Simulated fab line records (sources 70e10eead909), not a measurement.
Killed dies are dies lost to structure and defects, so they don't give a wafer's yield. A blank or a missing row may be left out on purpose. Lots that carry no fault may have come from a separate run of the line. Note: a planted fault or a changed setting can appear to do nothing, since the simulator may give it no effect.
Struck lot and sound lot, side by side    flow nand harc    22 out of 1159 route steps
Sound: these wafers, L844.1, L844.4, L844.5. Struck: wafers L851.1, L851.2, L851.5. Last of all comes the cause.
Per side, at each step with rows, come the tool, then ch with its chambers, and then its first start. Under that, the readings that differ: sound wafers    struck wafers    difference of the means    sigmas: that difference in standard deviations of wafers without a fault.
alike: a reading whose means differ by less than 2 such deviations, as well as words and numbers matching on both sides. not compared: withheld readings; readings where some wafer has no value; bounds like >300 that might hide an equal value; numbers whose values overlap and for which the record gives no deviation.
Wherever a step has rows on one side only, a row that says differs or no value, or a row with sigmas, the two part there. Non-overlapping numbers with no deviation appear without sigmas and do not part them. A reading that every wafer of one side lacks parts them only if that side has two wafers or more.

NHARC_A_CONTACT_CMP_20: polishes, t overpolish 30 s, target thk 300 nm.
  sound on cmp-03 ch 1,2, day 17 08:19; struck on cmp-04 ch 0,2,3, day 19 10:03
reading                 sound           struck          difference  sigmas
time to endpoint s (s)  54.9 57.0 54.7  62.8 64.1 60.7  +7.0        +3
  alike: motor current A, overpolish run s
next, for these wafers, 1 step has no rows: NHARC_A_CONTACT_SRD_22.
NHARC_A_CONTACT_INSPECT_23:
  sound on defect inspect-02, day 17 08:43; struck on defect inspect-01, day 19 10:28
  alike: raw defect count
then, 8 steps without rows for these wafers: NHARC_A_BLC_DEHYDRATE_00 (time 120 s); NHARC_A_BLC_HMDS_01 (time 30 s); NHARC_A_BLC_COAT_02 (time 75 s); NHARC_A_BLC_COAT_03 (time 65 s); NHARC_A_BLC_COAT_04 (resist thk 90 nm); NHARC_A_BLC_SOFTBAKE_05 (time 55 s); NHARC_A_BLC_EBR_06; NHARC_A_BLC_EXPOSE_07 (exposes mask A BLC, target cd 100 nm).
NHARC_A_BLC_PEB_08: peb time 65 s.
  sound on litho track-04 ch 0, day 17 09:09; struck on litho track-04 ch 0, day 19 10:53
reading                   sound               struck             difference  sigmas
heater power total W (W)  156.1 157.1 156.1   154.3 154.2 154.3  -2.2        -5
plate temp C (C)          99.92 99.98 100.04  98.98 99.08 99.09  -0.93       -7
  alike: exhaust pa, resist line temp C
then, 1 step without rows for these wafers: NHARC_A_BLC_DEVELOP_09 (develop time 35 s).
NHARC_A_BLC_CD_MEAS_10 targets a cd of 100 nm.
  sound on cd sem-03 ch 0, day 17 09:14; struck on cd sem-02 ch 0, day 19 10:58
reading     sound              struck          difference  sigmas
cd nm (nm)  100.4 100.3 100.5  97.0 97.1 97.0  -3.4        -7
NHARC_A_BLC_OVL_MEAS_11:
  sound on overlay-01, day 17 09:19; struck on overlay-01, day 19 11:04
  alike: overlay x nm, overlay y nm
NHARC_A_BLC_INSPECT_12:
  sound on defect inspect-01, day 17 09:22; struck on defect inspect-02, day 19 11:06
  alike: raw defect count
NHARC_A_BLC_DESCUM_15: chemistry O2, time 3 s.
  sound on rie diel-10 ch 0,1,2, day 17 09:26; struck on rie diel-13 ch 1,2, day 19 11:10
reading                 sound              struck             difference  sigmas
model.A_BLC.cd nm (nm)  100.5 100.6 100.7  96.38 97.15 96.53  -3.91       
  alike: drypump motor current A, oes product au, rf vpp V, showerhead plenum p Torr, throttle valve pct
  not compared: rf hours counter h
NHARC_A_BLC_ETCH_16: etches the open film in CF4, target depth 39 nm, time 65 s.
  sound on rie diel-10 ch 1,3, day 17 09:31; struck on rie diel-13 ch 0,1,2, day 19 11:16
  alike: drypump motor current A, oes product au, rf fwd power W, rf vpp V, showerhead plenum p Torr, throttle valve pct
  not compared: rf hours counter h
NHARC_A_BLC_ETCH_17: etches the open film in N2/H2, target depth 390 nm, time 609.38 s.
  sound on rie diel-10 ch 0,1,3; struck on rie diel-13 ch 0,1,2
  alike: drypump motor current A, h2 flow sccm, oes product au, rf fwd power W, rf vpp V, showerhead plenum p Torr, throttle valve pct
  not compared: rf hours counter h
NHARC_A_BLC_ETCH_18: etches the open film in C4F8/O2/Ar, target depth 910 nm.
  sound on rie diel-10 ch 0,2; struck on rie diel-13 ch 0,1,2
reading                 sound              struck             difference  sigmas
model.A_BLC.cd nm (nm)  100.2 99.07 100.5  93.85 95.58 98.03  -4.10       
  alike: oes product au, rf fwd power W, rf vpp V
  not compared: rf hours counter h
NHARC_A_BLC_CD_MEAS_19:
  sound on cd sem-03, day 17 10:23; struck on cd sem-01, day 19 12:19
reading     sound            struck          difference  sigmas
cd nm (nm)  99.7 98.9 100.2  94.1 95.3 98.3  -3.7        -2
-- break in the record here, with 2 days between the starts of the struck wafers on either side (left off in module A_BLC, picked up again in module END, where the first step shown is number 1159 on the route) --
NHARC_END_SORT_01:
  sound on prober-02 ch 0, day 20 05:40; struck on prober-01 ch 0, day 21 20:51
  alike: killed at array, killed at other, killed at periphery, killed dies, killed open, killed short

== WHERE THEY PART ==
At NHARC_A_CONTACT_CMP_20 first; at NHARC_A_BLC_CD_MEAS_19 last (within this record only). Later steps at which nothing parts them and some readings are alike: NHARC_END_SORT_01.

WHY: what had been put in by the simulator
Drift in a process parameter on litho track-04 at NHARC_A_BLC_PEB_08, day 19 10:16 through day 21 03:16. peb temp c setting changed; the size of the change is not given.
